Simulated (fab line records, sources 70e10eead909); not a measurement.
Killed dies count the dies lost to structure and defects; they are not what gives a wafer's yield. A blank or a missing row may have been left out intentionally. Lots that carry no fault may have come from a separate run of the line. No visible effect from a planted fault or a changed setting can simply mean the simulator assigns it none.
Chamber matching ; flow nand-harc ; NHARC_A_SLIT_ETCH_29 on rie-diel-10 has 4 sister chambers
The step etches the open film in CF4/O2, target depth 100 nm, overetch 10 nm, time 55 s. 14 wafers are shown with their chamber, then 7 later ones without.

## EACH WAFER AND ITS CHAMBER
wafer;chamber;showerhead-plenum-p-Torr (Torr);rf-vpp-V (V);oes-product-au (a.u.)
L545.2;3;1.254;196.4;0.990
L545.3;2;1.311;197.4;0.994
L545.5;0;1.288;197.2;0.982
L549.1;0;1.287;196.8;1.011
L549.5;0;1.288;198.5;1.005
L549.6;3;1.254;195.2;1.000
L554.1;0;1.287;197.2;1.012
L554.3;2;1.310;197.4;1.005
L554.5;0;1.287;196.7;1.002
L555.1;1;1.308;197.6;1.007
L555.3;2;1.310;196.6;1.005
L555.5;1;1.308;196.6;1.013
L559.1;2;1.310;197.2;1.013
L559.2;0;1.286;197.1;1.007

SIGNATURES (means of the wafers above)
reading;chamber 0;chamber 1;chamber 2;chamber 3;scatter within a chamber
showerhead-plenum-p-Torr;1.28717;1.30800;1.31025;1.25400;0.000599
rf-vpp-V;197.250;197.100;197.150;195.800;0.612
oes-product-au;1.00317;1.01000;1.00425;0.99500;0.00926
Rule: distance of a wafer from a chamber = root of the sum over the readings of ((wafer's reading minus chamber's mean) / reading's scatter) squared. The wafer belongs to the nearest chamber; if the next one is less than 2 further off, it can't be placed. The scatter: take each reading less its chamber's mean, square it, sum over the shown wafers, divide by the number of wafers less the number of chambers, and take the root.

## WAFERS MISSING THEIR CHAMBER
wafer;showerhead-plenum-p-Torr (Torr);rf-vpp-V (V);oes-product-au (a.u.)
L559.3;1.308;196.8;1.009
L562.2;1.308;197.0;0.991
L562.3;1.253;198.0;0.999
L562.6;1.286;198.1;0.990
L564.2;1.309;196.9;1.006
L564.3;1.307;197.6;0.997
L564.4;1.252;195.3;0.994

## CHAMBER TAKEN BY EACH
wafer;from the rows above;in truth
L559.3;1;1
L562.2;can't be placed: 1 or 2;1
L562.3;3;3
L562.6;0;0
L564.2;can't be placed: 1 or 2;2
L564.3;1;1
L564.4;3;3
Placed correctly: 5 of 7. These rows do not allow placing 2 (true chamber among the candidates in 2). Placed wrongly: 0.
